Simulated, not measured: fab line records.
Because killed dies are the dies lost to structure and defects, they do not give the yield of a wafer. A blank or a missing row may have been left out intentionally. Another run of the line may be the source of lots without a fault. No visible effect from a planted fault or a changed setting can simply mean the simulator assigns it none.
Which tool did it? + flow n5Finfet + 72 wafers sampled from 24 lots at 1 step of a route of 1938

== WHAT THE GAUGES READ, wafer by wafer ==
N5_BEOL_M0_CUTY_INSPECT_59: inspects for defects (macro).
| lot  | measured     | on               | rawDefectCount |
|------|--------------|------------------|----------------|
| L074 | day 5 21:34  | defectInspect-01 | 0 3 0          |
| L075 | day 6 03:13  | defectInspect-01 | 1 1 1          |
| L076 | day 6 06:05  | defectInspect-01 | 0 2 2          |
| L077 | day 6 08:47  | defectInspect-01 | 3 2 2          |
| L078 | day 6 19:16  | defectInspect-02 | 2 4 3          |
| L079 | day 7 01:16  | defectInspect-01 | 1 0 0          |
| L080 | day 7 07:11  | defectInspect-02 | 1 1 1          |
| L081 | day 7 11:37  | defectInspect-02 | 1 3 4          |
| L082 | day 7 17:22  | defectInspect-01 | 0 3 1          |
| L083 | day 7 23:16  | defectInspect-01 | 0 0 4          |
| L084 | day 8 03:21  | defectInspect-01 | 2 4 2          |
| L085 | day 8 13:44  | defectInspect-01 | 0 1 3          |
| L086 | day 8 19:48  | defectInspect-01 | 2 2 2          |
| L087 | day 9 02:19  | defectInspect-02 | 2 4 2          |
| L088 | day 9 06:25  | defectInspect-01 | 0 1 3          |
| L089 | day 9 19:17  | defectInspect-01 | 3 1 2          |
| L090 | day 10 02:07 | defectInspect-02 | 2 0 2          |
| L091 | day 10 14:36 | defectInspect-02 | 3 0 1          |
| L092 | day 10 19:46 | defectInspect-02 | 2 5 0          |
| L093 | day 11 00:28 | defectInspect-02 | 0 2 1          |
| L094 | day 11 02:38 | defectInspect-02 | 2 2 1          |
| L095 | day 11 05:36 | defectInspect-01 | 3 2 2          |
| L096 | day 11 13:59 | defectInspect-02 | 0 1 0          |
| L097 | day 11 18:01 | defectInspect-01 | 1 0 1          |

== TOOL THAT RAN EACH LOT (tool first, then ch and the chambers of the sampled wafers, then the start) ==
Before these readings, the record contains no process step.

== WHAT THE TOOLS THEMSELVES READ (means of the sampled wafers that have a number; where no wafer has one, the mark that the record gives instead) ==
The record holds no such reading with a usual standard deviation.

== THE ANSWER, worked out from the rows above alone ==
Rule: what is usual is taken from the lots themselves. The widest of any qualifying gaps counts: lots, ordered by their means at a reading, are off when they make up no more than a third of the lots, leave a main group of 4 or more, and stand apart from it by 3 or more times the standard deviation of that group's means. If all means in a main group match to the digits the tables above print for the reading, that group is not used. Also off: a lot with no number at a reading for which 4 or more lots have one. All remaining lots with rows at the step are treated as sound. After the gauges, taken in route order, come the tools' own readings; for these a lot's mean is taken, as printed above. The first step at which some lot is off is used, and at that step the reading that is off furthest; a lot without a number counts as furthest.
No lot is off on any of the readings shown, so nothing can be concluded from this.

== WHAT THE SIMULATOR HAD PUT IN ==
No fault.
